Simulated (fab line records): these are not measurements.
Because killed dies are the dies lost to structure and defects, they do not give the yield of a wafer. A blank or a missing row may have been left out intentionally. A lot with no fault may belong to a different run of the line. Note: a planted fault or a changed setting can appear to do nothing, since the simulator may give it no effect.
Chamber matching    flow n5_finfet    N5_SDB_ALD_29 on ald_sin-02: 4 sister chambers
The step deposits SiNx, target thk 30 nm, pulse time 1 s, ald cycles 600. 20 wafers are shown with their chamber, then 10 later ones without.

WAFERS, EACH WITH ITS CHAMBER
wafer   chamber  heater_power_w (W)  precursor_pulse_height_rel
L074.1  0        916                 0.962
L074.4  3        752                 1.001
L074.5  0        936                 0.996
L075.4  3        750                 0.968
L075.5  3        736                 0.958
L075.6  2        995                 1.010
L076.2  1        978                 0.978
L076.3  0        924                 0.987
L076.4  3        743                 1.030
L085.2  3        761                 0.975
L085.5  2        929                 0.995
L085.6  1        943                 0.986
L087.1  3        762                 0.994
L087.5  0        900                 1.011
L087.6  1        967                 0.997
L091.2  1        955                 1.007
L091.3  0        911                 0.988
L091.6  1        973                 0.967
L092.1  2        930                 1.006
L092.2  1        950                 1.011

SIGNATURES (means of the wafers above)
reading                     chamber 0  chamber 1  chamber 2  chamber 3  scatter within a chamber
heater_power_w              917.40     961.00     951.33     750.67     17.8
precursor_pulse_height_rel  0.98880    0.99100    1.00367    0.98767    0.0198
Rule: a wafer lies at a distance from a chamber equal to the root of the sum of squares, over the readings, of (its reading less the chamber's mean, divided by the reading's scatter). The wafer belongs to the nearest chamber; if the next one is less than 2 further off, it can't be placed. The scatter: the root of (the sum of the squares of (reading less its chamber's mean) over the shown wafers, divided by (wafers less chambers)).

WAFERS MISSING THEIR CHAMBER
wafer   heater_power_w (W)  precursor_pulse_height_rel
L092.3  783                 1.033
L093.3  942                 0.966
L093.4  942                 1.003
L093.6  938                 0.994
L094.1  916                 0.990
L094.5  950                 0.978
L094.6  935                 0.992
L095.2  926                 0.972
L095.3  949                 1.011
L095.4  762                 1.029

WHICH CHAMBER EACH ONE RAN IN
wafer   from the rows above           in truth
L092.3  3                             3
L093.3  can't be placed: 1 or 0 or 2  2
L093.4  can't be placed: 2 or 1 or 0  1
L093.6  can't be placed: 2 or 0 or 1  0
L094.1  0                             0
L094.5  can't be placed: 1 or 2 or 0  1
L094.6  can't be placed: 0 or 2 or 1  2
L095.2  can't be placed: 0 or 2 or 1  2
L095.3  can't be placed: 2 or 1 or 0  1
L095.4  3                             3
Correct placement for 3 of the 10. Cannot be placed on the basis of these rows: 7; the candidates contain the true chamber in 7. Wrongly placed: 0.
